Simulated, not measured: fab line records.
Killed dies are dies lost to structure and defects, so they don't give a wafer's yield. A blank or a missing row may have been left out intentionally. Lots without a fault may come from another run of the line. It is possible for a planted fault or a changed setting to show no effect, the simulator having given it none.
Matching of chambers ; flow nand-harc ; NHARC_A_CONTACT_ETCH_92 on rie-diel-13: 4 sister chambers
The step etches the open film in CH3F/O2, target depth 40 nm, time 85.7 s. 4 wafers are shown with their chamber, then 8 later ones without.

== EACH WAFER AND ITS CHAMBER ==
wafer;chamber;drypump-motor-current-A (A)
L845.3;1;6.1
L848.6;2;6.2
L849.3;3;5.6
L849.4;0;5.1

== WAFERS WITHOUT THEIR CHAMBER ==
wafer;drypump-motor-current-A (A)
L849.5;5.6
L852.1;5.1
L852.5;6.2
L855.2;6.2
L855.4;6.1
L856.2;6.2
L856.4;6.0
L856.5;5.6

== THE CHAMBER EACH PASSED THROUGH ==
wafer;from the rows above;in truth
L849.5;3;3
L852.1;0;0
L852.5;2;2
L855.2;2;2
L855.4;1;1
L856.2;2;2
L856.4;1;1
L856.5;3;3
Correctly placed: 8 of 8. From these rows, 0 cannot be placed. 0 placed wrongly.
How it was worked out, from the rows above alone: a wafer's distance from a chamber is the root of the sum, over the readings, of the square of ((its reading less the chamber's mean) divided by the reading's scatter). The wafer belongs to the nearest chamber; if the next one is less than 2 further off, it can't be placed. A chamber's mean is the mean of its shown wafers. The scatter (one wafer shown for each chamber): square how far every hidden wafer sits from the nearest shown wafer, average those squares and take the square root.
